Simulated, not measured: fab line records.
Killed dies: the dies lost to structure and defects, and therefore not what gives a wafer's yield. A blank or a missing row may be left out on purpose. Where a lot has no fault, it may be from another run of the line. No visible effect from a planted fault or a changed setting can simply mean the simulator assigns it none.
Which tool is to blame?    flow n5-finfet    25 wafers sampled from 9 lots at 1 step of a route of 1938

WHAT EACH GAUGE READ, for each wafer
N5_BEOL_M4_RC_MEAS_101. Usual: DIBL_N 36.3 mV/V, standard deviation 1.6; DIBL_P 36.4 mV/V, standard deviation 2.1; IOFF_N 0.16 nA/um, standard deviation 0.032; IOFF_P 0.22 nA/um, standard deviation 0.044; ION_N 675 uA/um, standard deviation 12; ION_P 463 uA/um, standard deviation 8.3; SS_N 71.6 mV/dec, standard deviation 0.64; SS_P 73.3 mV/dec, standard deviation 0.67; VT_N 250 mV, standard deviation 3.3; VT_P -250 mV, standard deviation 3.7.
lot   measured      on         DIBL_N (mV/V)   DIBL_P (mV/V)   IOFF_N (nA/um)  IOFF_P (nA/um)  ION_N (uA/um)  ION_P (uA/um)  SS_N (mV/dec)   SS_P (mV/dec)   VT_N (mV)    VT_P (mV)       flag
L361  day 10 02:59  prober-01  36.7 36.5 37.5  36.5 36.4 37.5  0.17 0.16 0.18  0.22 0.20 0.22  675 664 682    470 455 469    71.0 71.4 72.1  73.9 72.9 74.1  248 251 248  -249 -251 -248  
L360  day 10 10:26  prober-02  38.8 35.0 36.4  38.2 33.1 35.1  0.18 0.12 0.15  0.23 0.16 0.20  684 666 686    466 455 464    71.7 70.6 71.9  73.9 73.1 73.5  252 256 251  -247 -255 -251  
L365  day 11 14:42  prober-01  38.7 38.2       39.0 39.1       0.20 0.18       0.32 0.32       664 683        472 477        73.3 71.7       73.9 73.5       248 249      -242 -244       
L368  day 12 23:00  prober-02  33.7 38.6 35.6  32.9 38.7 35.8  0.13 0.22 0.17  0.20 0.29 0.26  674 694 696    469 472 479    71.2 72.7 71.5  71.8 74.4 73.3  250 243 249  -247 -245 -244  
L372  day 13 18:07  prober-02  34.7 35.3       35.1 35.8       0.14 0.15       0.20 0.20       663 668        458 462        71.4 71.0       73.7 74.1       253 251      -253 -251       
L374  day 13 20:44  prober-01  38.0 33.7 34.7  37.5 32.2 33.5  0.20 0.12 0.13  0.26 0.17 0.18  699 654 674    471 452 461    72.3 70.6 71.4  74.3 72.7 74.0  246 253 251  -244 -250 -251  
L373  day 13 21:56  prober-02  36.4 34.7 35.0  36.7 33.9 33.9  0.16 0.13 0.14  0.23 0.19 0.20  685 669 676    475 460 463    71.0 70.9 71.5  73.9 72.7 72.5  249 251 251  -249 -249 -248  
L377  day 14 09:46  prober-01  34.4 35.5 38.4  34.3 36.6 40.4  0.15 0.17 0.24  0.21 0.25 0.32  678 699 690    465 479 468    71.0 72.3 72.9  72.0 73.0 74.0  246 247 243  -247 -246 -243  
L375  day 14 11:29  prober-02  34.9 37.0 37.3  35.0 37.8 37.6  0.14 0.18 0.18  0.19 0.24 0.23  666 681 685    465 469 467    71.3 71.4 71.3  72.3 73.3 73.4  251 246 244  -251 -247 -249  

TOOL THAT RAN EACH LOT (tool first, then ch and the chambers of the sampled wafers, then the start)
There is no process step in the record ahead of these readings.

WHAT THE TOOLS THEMSELVES READ (means of the sampled wafers that have a number; where no wafer has one, the mark that the record gives instead)
The record holds no such reading with a usual standard deviation.

THE ANSWER, worked out from the rows above alone
Rule: lot off if the mean of its wafers having a number is beyond 3 standard deviations from the usual mean. A lot without any number at a reading at which 4 lots or more have one is off too. All remaining lots with rows at the step are treated as sound. The gauges are gone through in route order, then the tools' own readings, and for those a lot's mean is taken as printed above. At the first step where some lot is off, the reading lying furthest off is the one used; lots without a number count as furthest.
Across all readings shown, no lot is off: no conclusion can be drawn from this.

WHAT THE SIMULATOR HAD INSERTED
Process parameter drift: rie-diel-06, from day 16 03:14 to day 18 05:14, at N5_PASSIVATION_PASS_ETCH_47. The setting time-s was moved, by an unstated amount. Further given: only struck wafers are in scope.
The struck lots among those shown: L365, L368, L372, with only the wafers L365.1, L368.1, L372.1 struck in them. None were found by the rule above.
